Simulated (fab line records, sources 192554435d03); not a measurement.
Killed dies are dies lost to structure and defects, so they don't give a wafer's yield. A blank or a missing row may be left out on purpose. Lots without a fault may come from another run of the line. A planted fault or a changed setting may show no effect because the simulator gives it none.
Split-lot experiment | flow n5_finfet | 7 lots, 39 wafers read, on a route of 1938 steps

THE SPLIT
At N5_HKMG_FIN_ETCH_58 (etches SOC in N2/H2, target depth 215.8 nm, time 741 s), the setting target_depth_a was moved away from the recipe's 2158 angstrom on 9 of the 39 wafers read, by -10.1% to +11.4%. The other wafers ran this setting at the recipe's value.

The reading is taken at the split's own step.

THE READING
etch.depth_nm (the simulator's own value, which no gauge read), in nm, at N5_HKMG_FIN_ETCH_58 (etches SOC in N2/H2, target depth 215.8 nm, time 741 s). The file gives no usual value for it. The 30 wafers here that ran the recipe average 215.7 nm, standard deviation 3.3 nm.

wafer  | tool, chamber at the split | target_depth_a as run, angstrom | against the recipe | etch.depth_nm, nm | against lot-mates on the recipe
L077.1 | rie_diel-06, 1             | 2158                            | recipe             | 213.4             | -
L077.2 | rie_diel-06, 0             | 2158                            | recipe             | 216.2             | -
L077.3 | rie_diel-06, 2             | 2158                            | recipe             | 213.1             | -
L077.4 | rie_diel-06, 3             | 2158                            | recipe             | 216.1             | -
L077.5 | rie_diel-06, 3             | 2158                            | recipe             | 215.5             | -
L077.6 | rie_diel-06, 0             | 2158                            | recipe             | 216.4             | -
L078.1 | rie_diel-06, 0             | 1940                            | -10.1%             | 195.5             | -20.2
L078.2 | rie_diel-06, 2             | 2158                            | recipe             | 214.1             | -
L078.3 | rie_diel-06, 1             | 1940                            | -10.1%             | 192.8             | -22.9
L078.4 | rie_diel-06, 3             | 2158                            | recipe             | 214.7             | -
L078.5 | rie_diel-06, 0             | 2158                            | recipe             | 218.2             | -
L078.6 | rie_diel-06, 3             | 1940                            | -10.1%             | 192.8             | -22.9
L079.1 | rie_diel-06, 1             | 2158                            | recipe             | 214.4             | -
L079.2 | rie_diel-06, 2             | 2158                            | recipe             | 215.3             | -
L079.3 | rie_diel-06, 0             | 2158                            | recipe             | 215.8             | -
L079.4 | rie_diel-06, 3             | 2158                            | recipe             | 215.3             | -
L079.5 | rie_diel-06, 1             | 2158                            | recipe             | 214               | -
L079.6 | rie_diel-06, 0             | 2158                            | recipe             | 216.2             | -
L084.1 | rie_diel-05, 2             | 2158                            | recipe             | 211.4             | -
L084.5 | rie_diel-05, 1             | 2158                            | recipe             | 216.6             | -
L084.6 | rie_diel-05, 0             | 2158                            | recipe             | 223.6             | -
L091.1 | rie_diel-06, 0             | 2403                            | +11.4%             | 239.3             | +27.0
L091.2 | rie_diel-06, 2             | 2403                            | +11.4%             | 240.1             | +27.8
L091.3 | rie_diel-06, 1             | 2158                            | recipe             | 210.7             | -
L091.4 | rie_diel-06, 3             | 2158                            | recipe             | 211.6             | -
L091.5 | rie_diel-06, 2             | 2158                            | recipe             | 214.6             | -
L091.6 | rie_diel-06, 1             | 2403                            | +11.4%             | 234.9             | +22.6
L092.1 | rie_diel-04, 3             | 2158                            | recipe             | 211.5             | -
L092.2 | rie_diel-04, 0             | 2240                            | +3.8%              | 224.8             | +7.3
L092.3 | rie_diel-04, 1             | 2158                            | recipe             | 226.2             | -
L092.4 | rie_diel-04, 3             | 2240                            | +3.8%              | 218.2             | +0.7
L092.5 | rie_diel-04, 1             | 2240                            | +3.8%              | 233.7             | +16.2
L092.6 | rie_diel-04, 0             | 2158                            | recipe             | 214.8             | -
L097.1 | rie_diel-04, 3             | 2158                            | recipe             | 215.3             | -
L097.2 | rie_diel-04, 2             | 2158                            | recipe             | 214.7             | -
L097.3 | rie_diel-04, 0             | 2158                            | recipe             | 219.5             | -
L097.4 | rie_diel-04, 2             | 2158                            | recipe             | 215.9             | -
L097.5 | rie_diel-04, 0             | 2158                            | recipe             | 220.9             | -
L097.6 | rie_diel-04, 3             | 2158                            | recipe             | 214.1             | -

THE FIT
A straight line over all 39 wafers: etch.depth_nm changes by +2.1 nm for each +1% of target_depth_a; r = +0.93; the points scatter about the line by 3.6 nm.
The same after taking each lot's own level away (the mean of its wafers on the recipe; 39 wafers): +2.22 nm for each +1%; r = +0.95; scatter 3.3 nm.
On that fit, the largest move of target_depth_a shifts the reading by 25 nm.
The lots' own levels span 212.30 to 217.50 nm, that is 1.6 times the standard deviation above.
So the lot-to-lot level changes the slope little: the two slopes agree.
Check: with one of the wafers moved furthest among these (+11.4%) left out of the fit, the line predicts +24.9 nm for it against its lot-mates. It came out at +27 nm against them.

OTHER SPLITS ON THESE WAFERS
These wafers also went through other splits before the reading. Each is held against what the fit with the lots' levels taken away leaves over:
other split on the same wafers      | wafers away from the commonest value | r with etch.depth_nm (lot level and that fit taken away)
N5_ZERO_LAYER_PECVD_02 target_thk_a | 15                                   | +0.02

THE WHOLE CHAIN: every reading that the file lists as answering this split, in the file's order
step                | what it does                                           | reading                                                                         | change (the file's fit)              | r (the file's)
N5_HKMG_FIN_ETCH_58 | etches SOC in N2/H2, target depth 215.8 nm, time 741 s | SOC_of_HKMG_FIN_COAT_41.thk_nm (the simulator's own value, which no gauge read) | -2.22 nm for each +1% of the setting | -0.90
N5_HKMG_FIN_ETCH_58 | etches SOC in N2/H2, target depth 215.8 nm, time 741 s | HKMG_FIN.feature_depth_nm (the simulator's own value, which no gauge read)      | +2.22 nm for each +1% of the setting | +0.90
N5_HKMG_FIN_ETCH_58 | etches SOC in N2/H2, target depth 215.8 nm, time 741 s | etch.depth_nm (the simulator's own value, which no gauge read)                  | +2.22 nm for each +1% of the setting | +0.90

THE FILE'S OWN FIT
etch.depth_nm changes by +2.22 nm for each +1% of target_depth_a, r = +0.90.
